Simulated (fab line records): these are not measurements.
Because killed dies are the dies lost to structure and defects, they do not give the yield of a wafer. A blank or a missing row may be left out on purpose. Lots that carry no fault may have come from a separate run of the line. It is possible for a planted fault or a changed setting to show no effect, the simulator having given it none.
A struck lot beside a sound one + flow nand_harc + 18 steps out of a route of 1302
Sound: the wafers L378.2, L378.3, L378.6. Wafers struck: L392.2, L392.4, L392.5. The cause is named last.
Each step with rows lists, per side, the tool, then ch with its chambers, then its first start. Under that, the readings that differ: sound wafers + struck wafers + difference of the means + sigmas: that difference in standard deviations of wafers without a fault.
alike: same words and numbers on both sides, and readings whose means sit less than 2 such deviations apart. not compared: any withheld reading, any reading some wafer has no value for, any bound like >300 that may hide the same value, and any number with overlapping values for which the record gives no deviation.
A row with sigmas, a row that says differs or no value, or rows on one side alone: a step with any of these is where the two part. Numbers that don't overlap but have no deviation are shown without sigmas and don't part them. A reading missing from all wafers of one side parts the sides only when that side holds two or more wafers.

NHARC_P_ZERO_WELL_CD_MEAS_11: target cd 500 nm.
  sound on cd_sem-03 ch 0, day 2 17:14; struck on cd_sem-03 ch 0, day 8 13:15
| reading    | sound             | struck            | difference | sigmas |
|------------|-------------------|-------------------|------------|--------|
| cd_nm (nm) | 495.9 498.7 496.5 | 500.1 501.4 501.4 | +3.9       | +2     |
then, 1 step without rows for these wafers: NHARC_P_ZERO_WELL_HARDBAKE_12 (time 65 s).
NHARC_P_ZERO_WELL_DESCUM_13: chemistry O2, time 3 s.
  sound on rie_diel-09 ch 0,2, day 2 19:30; struck on rie_diel-01 ch 0,1,2, day 8 13:26
  alike: drypump_motor_current_A, oes_product_au, rf_vpp_V, showerhead_plenum_p_Torr, throttle_valve_pct
  not compared: rf_hours_counter_h
NHARC_P_ZERO_WELL_ETCH_65: etches the open film in N2/H2, target depth 80 nm, overetch 24 nm, time 87.88 s.
  sound on rie_diel-09 ch 0,3, day 2 19:38; struck on rie_diel-01 ch 0,3, day 8 13:31
  alike: drypump_motor_current_A, oes_product_au, rf_fwd_power_W, rf_vpp_V, showerhead_plenum_p_Torr, throttle_valve_pct
  not compared: rf_hours_counter_h
NHARC_P_ZERO_WELL_ETCH_62: etches the open film in CHF3/Ar, target depth 13 nm, time 6.5 s.
  sound on rie_diel-09 ch 0,1,3; struck on rie_diel-01 ch 0,2
  alike: chf3_flow_sccm, drypump_motor_current_A, oes_product_au, rf_fwd_power_W, rf_vpp_V, showerhead_plenum_p_Torr, throttle_valve_pct
  not compared: rf_hours_counter_h
NHARC_P_ZERO_WELL_ETCH_63: etches the open film in HBr/Cl2, target depth 120 nm, time 40.1 s.
  sound on rie_si-01 ch 1,3, day 2 19:49; struck on rie_si-02 ch 0,1, day 8 13:41
  alike: drypump_motor_current_A, oes_product_au, rf_fwd_power_W, throttle_valve_pct
  not compared: rf_hours_counter_h
then, 6 steps without rows for these wafers: NHARC_P_ZERO_WELL_STRIP_15 (strips in SPM, time 900 s); NHARC_P_ZERO_WELL_DEHYDRATE_16 (time 120 s); NHARC_P_ZERO_WELL_HMDS_17 (time 30 s); NHARC_P_ZERO_WELL_COAT_18; NHARC_P_ZERO_WELL_SOFTBAKE_19 (time 95 s); NHARC_P_ZERO_WELL_EBR_20.
NHARC_P_ZERO_WELL_EXPOSE_21: exposes mask P NWELL, target cd 720 nm.
  sound on krf_scanner-04 ch 0, day 2 20:35; struck on krf_scanner-03 ch 0, day 8 14:28
| reading | sound                         | struck                     | difference | sigmas |
|---------|-------------------------------|----------------------------|------------|--------|
| mask    | P_NWELL#0 P_NWELL#0 P_NWELL#0 | P_HVPW#0 P_HVPW#0 P_HVPW#0 | differs    |        |
then, 2 steps without rows for these wafers: NHARC_P_ZERO_WELL_PEB_22 (peb time 85 s); NHARC_P_ZERO_WELL_DEVELOP_23 (time 70 s).
NHARC_P_ZERO_WELL_CD_MEAS_24: target cd 720 nm.
  sound on cd_sem-01 ch 0, day 2 20:44; struck on cd_sem-03 ch 0, day 8 14:37
| reading    | sound             | struck | difference                    | sigmas |
|------------|-------------------|--------|-------------------------------|--------|
| cd_nm (nm) | 720.9 721.1 719.3 | - - -  | no value on the struck wafers |        |
then, 1 step without rows for these wafers: NHARC_P_ZERO_WELL_HARDBAKE_25 (time 80 s).
-- record jumps: 23 days between struck wafers' starts before vs after; left off in module P_ZERO_WELL, resumes in module END, first step shown is number 1302 of the route --
NHARC_END_SORT_01:
  sound on prober-02 ch 0, day 25 05:25; struck on prober-01 ch 0, day 31 13:31
| reading             | sound    | struck                                                               | difference                   | sigmas      |
|---------------------|----------|----------------------------------------------------------------------|------------------------------|-------------|
| hold                | - - -    | await_dispo/2.5h/scrap await_dispo/2.5h/scrap await_dispo/2.5h/scrap | no value on the sound wafers |             |
| killed_at_periphery | 3 3 2    | 597 598 604                                                          | +597                         | +99 or more |
| killed_dies         | 53 63 63 | 677 677 677                                                          | +617                         | +28         |
  alike: killed_at_array, killed_at_other, killed_open, killed_short

== WHERE THEY PART ==
Earliest at NHARC_P_ZERO_WELL_CD_MEAS_11; latest, in this record, at NHARC_END_SORT_01.

WHY: whatever the simulator had introduced
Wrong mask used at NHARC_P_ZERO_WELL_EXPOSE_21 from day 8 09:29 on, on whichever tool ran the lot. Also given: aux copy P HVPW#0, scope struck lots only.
